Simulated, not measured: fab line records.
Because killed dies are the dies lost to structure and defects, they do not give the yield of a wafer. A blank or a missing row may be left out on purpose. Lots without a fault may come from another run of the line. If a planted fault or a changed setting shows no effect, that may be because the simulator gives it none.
Chamber matching + flow n5Finfet + N5_BEOL_M5_PRE_CLEAN_77 on cvdCo-02: 3 sister chambers
The step time 15 s. 22 wafers are shown with their chamber, then 11 later ones without.

## WAFERS PAIRED WITH THEIR CHAMBERS
| wafer  | chamber | heaterPowerOuterW (W) | heaterPowerW (W) |
|--------|---------|-----------------------|------------------|
| L074.4 | 1       | 10                    | 57               |
| L074.5 | 0       | 26                    | 101              |
| L074.6 | 2       | 0                     | 44               |
| L076.2 | 1       | 10                    | 58               |
| L076.3 | 0       | 26                    | 100              |
| L076.4 | 1       | 10                    | 58               |
| L081.2 | 1       | 10                    | 59               |
| L081.3 | 0       | 26                    | 102              |
| L081.6 | 2       | 0                     | 44               |
| L083.3 | 2       | 0                     | 44               |
| L083.5 | 0       | 26                    | 102              |
| L083.6 | 1       | 10                    | 58               |
| L084.3 | 2       | 0                     | 44               |
| L084.4 | 0       | 27                    | 99               |
| L084.6 | 1       | 10                    | 59               |
| L085.1 | 1       | 10                    | 58               |
| L085.3 | 0       | 26                    | 102              |
| L085.5 | 2       | 0                     | 44               |
| L086.1 | 0       | 26                    | 102              |
| L086.2 | 1       | 10                    | 59               |
| L086.6 | 0       | 26                    | 99               |
| L089.3 | 2       | 0                     | 45               |

SIGNATURES (means of the wafers above)
| reading           | chamber 0 | chamber 1 | chamber 2 | scatter within a chamber |
|-------------------|-----------|-----------|-----------|--------------------------|
| heaterPowerOuterW | 26.12     | 10.00     | 0.00      | 0.215                    |
| heaterPowerW      | 100.88    | 58.25     | 44.17     | 0.952                    |
Rule: a wafer's distance from a chamber is the root of the sum, over the readings, of the square of ((its reading less the chamber's mean) divided by the reading's scatter). The wafer belongs to the nearest chamber; if the next one is less than 2 further off, it can't be placed. The scatter: the root of (the sum of the squares of (reading less its chamber's mean) over the shown wafers, divided by (wafers less chambers)).

## WAFERS WITH NO CHAMBER GIVEN
| wafer  | heaterPowerOuterW (W) | heaterPowerW (W) |
|--------|-----------------------|------------------|
| L089.5 | 0                     | 43               |
| L089.6 | 11                    | 59               |
| L094.3 | 27                    | 101              |
| L094.4 | 26                    | 102              |
| L094.6 | 0                     | 44               |
| L095.1 | 10                    | 59               |
| L095.5 | 11                    | 58               |
| L095.6 | 0                     | 43               |
| L097.3 | 0                     | 45               |
| L097.4 | 26                    | 103              |
| L097.6 | 0                     | 46               |

## WHICH CHAMBER EACH WENT THROUGH
| wafer  | from the rows above | in truth |
|--------|---------------------|----------|
| L089.5 | 2                   | 2        |
| L089.6 | 1                   | 1        |
| L094.3 | 0                   | 0        |
| L094.4 | 0                   | 0        |
| L094.6 | 2                   | 2        |
| L095.1 | 1                   | 1        |
| L095.5 | 1                   | 1        |
| L095.6 | 2                   | 2        |
| L097.3 | 2                   | 2        |
| L097.4 | 0                   | 0        |
| L097.6 | 2                   | 2        |
Placed correctly: 11 of 11. From these rows, 0 cannot be placed. 0 placed wrongly.
